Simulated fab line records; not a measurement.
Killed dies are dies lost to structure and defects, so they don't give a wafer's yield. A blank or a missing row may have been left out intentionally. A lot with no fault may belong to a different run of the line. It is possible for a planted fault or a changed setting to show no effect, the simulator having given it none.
Matching of chambers | flow nand harc | NHARC_A_STAIRCASE_DEP_417 on pecvd-04 has 3 sister chambers
The step deposits Si3N4, target thk 60 nm. 14 wafers are shown with their chamber, then 7 later ones without.

== EACH WAFER AND ITS CHAMBER ==
wafer  | chamber | heater power w (W) | rf fwd power W (W)
L076.2 | 1       | 668                | 450.1
L076.3 | 2       | 566                | 447.0
L076.6 | 0       | 752                | 448.9
L079.3 | 0       | 708                | 451.2
L079.4 | 2       | 582                | 451.3
L079.6 | 0       | 729                | 451.2
L080.1 | 1       | 736                | 449.2
L080.4 | 2       | 531                | 449.2
L080.5 | 0       | 814                | 450.1
L089.1 | 1       | 717                | 450.1
L089.3 | 1       | 719                | 451.5
L089.4 | 0       | 851                | 447.6
L090.4 | 0       | 717                | 448.8
L090.5 | 2       | 639                | 450.3

SIGNATURES (means of the wafers above)
reading        | chamber 0 | chamber 1 | chamber 2 | scatter within a chamber
heater power w | 761.83    | 710.00    | 579.50    | 48.1
rf fwd power W | 449.633   | 450.225   | 449.450   | 1.46
Rule: a wafer lies at a distance from a chamber equal to the root of the sum of squares, over the readings, of (its reading less the chamber's mean, divided by the reading's scatter). The wafer belongs to the nearest chamber; if the next one is less than 2 further off, it can't be placed. The scatter: take each reading less its chamber's mean, square it, sum over the shown wafers, divide by the number of wafers less the number of chambers, and take the root.

== WAFERS WHOSE CHAMBER IS MISSING ==
wafer  | heater power w (W) | rf fwd power W (W)
L090.6 | 735                | 449.9
L095.3 | 739                | 450.7
L095.4 | 636                | 448.5
L095.6 | 661                | 451.2
L096.1 | 865                | 449.0
L096.4 | 731                | 450.1
L096.6 | 656                | 448.1

== THE CHAMBER EACH PASSED THROUGH ==
wafer  | from the rows above          | in truth
L090.6 | can't be placed: 1 or 0      | 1
L095.3 | can't be placed: 1 or 0      | 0
L095.4 | can't be placed: 2 or 1 or 0 | 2
L095.6 | can't be placed: 1 or 2 or 0 | 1
L096.1 | can't be placed: 0 or 1      | 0
L096.4 | can't be placed: 1 or 0      | 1
L096.6 | can't be placed: 1 or 2 or 0 | 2
Correct placement for 0 of the 7. Unplaceable from these rows: 7, with the true chamber sitting among the candidates in 7. 0 placed wrongly.
